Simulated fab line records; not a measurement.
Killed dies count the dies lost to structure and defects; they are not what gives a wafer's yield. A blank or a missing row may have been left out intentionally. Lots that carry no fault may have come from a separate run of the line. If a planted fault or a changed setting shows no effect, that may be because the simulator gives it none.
Split-lot trial -- flow n5 finfet -- 7 lots, 21 wafers read, on a route of 1938 steps

== ON THE SPLIT ==
At N5_MOL_CONTACT_COAG_COAT_104 (time 60 s, resist thk 12 nm), the setting spin rpm was moved away from the recipe's 1500 rpm on 6 of the 21 wafers read, by -10.7% to +5.4%. All remaining wafers had this setting at the recipe value.

== FROM THE SPLIT TO THE READING: what the file shows between them, 5 steps ==
- N5_MOL_CONTACT_COAG_COAT_58: time 60 s, resist thk 10 nm
- N5_MOL_CONTACT_COAG_COAT_02: resist thk 30 nm
- N5_MOL_CONTACT_COAG_DESCUM_13: chemistry O2, time 7 s
- N5_MOL_CONTACT_COAG_ETCH_59: etches underlayer in N2/H2, target depth 13 nm, time 10.4 s
- N5_MOL_CONTACT_COAG_ETCH_105: etches SiARC in CF4, target depth 15.6 nm, time 26 s

== THE READING ==
SiARC_of_MOL_CONTACT_COAG_COAT_104.thk nm (the simulator's own value, which no gauge read), in nm, at N5_MOL_CONTACT_COAG_ETCH_106 (etches SOC in N2/H2, target depth 80 nm, overetch 16 nm, time 120 s). No usual value for it is given in the file. Here, 15 wafers ran the recipe; their average is 6.3 nm with a standard deviation of 0.16 nm.

wafer,"tool, chamber at the split","spin rpm as run, rpm",against the recipe,"SiARC_of_MOL_CONTACT_COAG_COAT_104.thk nm, nm",against lot-mates on the recipe
L074.1,"litho track-02, 0",1406,-6.3%,6.6,+0.2
L074.4,"litho track-02, 0",1500,recipe,6.4,-
L074.5,"litho track-02, 0",1500,recipe,6.4,-
L077.1,"litho track-01, 0",1500,recipe,6.2,-
L077.3,"litho track-01, 0",1500,recipe,6.6,-
L077.5,"litho track-01, 0",1500,recipe,6.4,-
L079.2,"litho track-01, 0",1500,recipe,6.4,-
L079.4,"litho track-01, 0",1500,recipe,6.4,-
L079.6,"litho track-01, 0",1500,recipe,6.4,-
L080.2,"litho track-01, 0",1500,recipe,6.2,-
L080.4,"litho track-01, 0",1500,recipe,6.2,-
L080.5,"litho track-01, 0",1500,recipe,6.2,-
L083.1,"litho track-04, 0",1581,+5.4%,6,-0.6
L083.4,"litho track-04, 0",1500,recipe,6.6,-
L083.6,"litho track-04, 0",1581,+5.4%,6.2,-0.4
L094.1,"litho track-02, 0",1500,recipe,6,-
L094.3,"litho track-02, 0",1339,-10.7%,7,+1.0
L094.6,"litho track-02, 0",1339,-10.7%,7,+1.0
L095.2,"litho track-01, 0",1500,recipe,6.4,-
L095.3,"litho track-01, 0",1542,+2.8%,6,-0.3
L095.5,"litho track-01, 0",1500,recipe,6.2,-

THE FIT
A straight line over all 21 wafers: SiARC_of_MOL_CONTACT_COAG_COAT_104.thk nm changes by -0.0579 nm for each +1% of spin rpm; r = -0.84; the points scatter about the line by 0.15 nm.
The same after taking each lot's own level away (the mean of its wafers on the recipe; 21 wafers): -0.0869 nm for each +1%; r = -0.95; scatter 0.11 nm.
Per that fit: largest spin rpm move, reading shift of 0.93 nm.
From 6.00 to 6.60 nm: that is the span of the lots' own levels, equal to 3.8 times the standard deviation above.
So the lot-to-lot level changes the slope: the two fits differ.
Check: for one of the wafers moved furthest among these (-10.7%), held out of the fit, the line's prediction against its lot-mates is +0.871 nm. Against them it came out at +1 nm.

== THE WHOLE CHAIN: every reading that the file lists as answering this split, in the file's order ==
step,what it does,reading,change (the file's fit),r (the file's)
N5_MOL_CONTACT_COAG_COAT_104,"time 60 s, resist thk 12 nm","SiARC_of_MOL_CONTACT_COAG_COAT_104.thk nm (the simulator's own value, which no gauge read)",-0.0665 nm for each +1% of the setting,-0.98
N5_MOL_CONTACT_COAG_ETCH_105,"etches SiARC in CF4, target depth 15.6 nm, time 26 s",etch rf on time s,withheld for each +1% of the setting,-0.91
N5_MOL_CONTACT_COAG_ETCH_105,"etches SiARC in CF4, target depth 15.6 nm, time 26 s","etch.depth nm (the simulator's own value, which no gauge read)",-0.0665 nm for each +1% of the setting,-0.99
N5_MOL_CONTACT_COAG_ETCH_106,"etches SOC in N2/H2, target depth 80 nm, overetch 16 nm, time 120 s","SiARC_of_MOL_CONTACT_COAG_COAT_104.thk nm (the simulator's own value, which no gauge read)",-0.0811 nm for each +1% of the setting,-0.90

== FILE'S OWN FIT ==
SiARC_of_MOL_CONTACT_COAG_COAT_104.thk nm changes by -0.0811 nm for each +1% of spin rpm, r = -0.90.
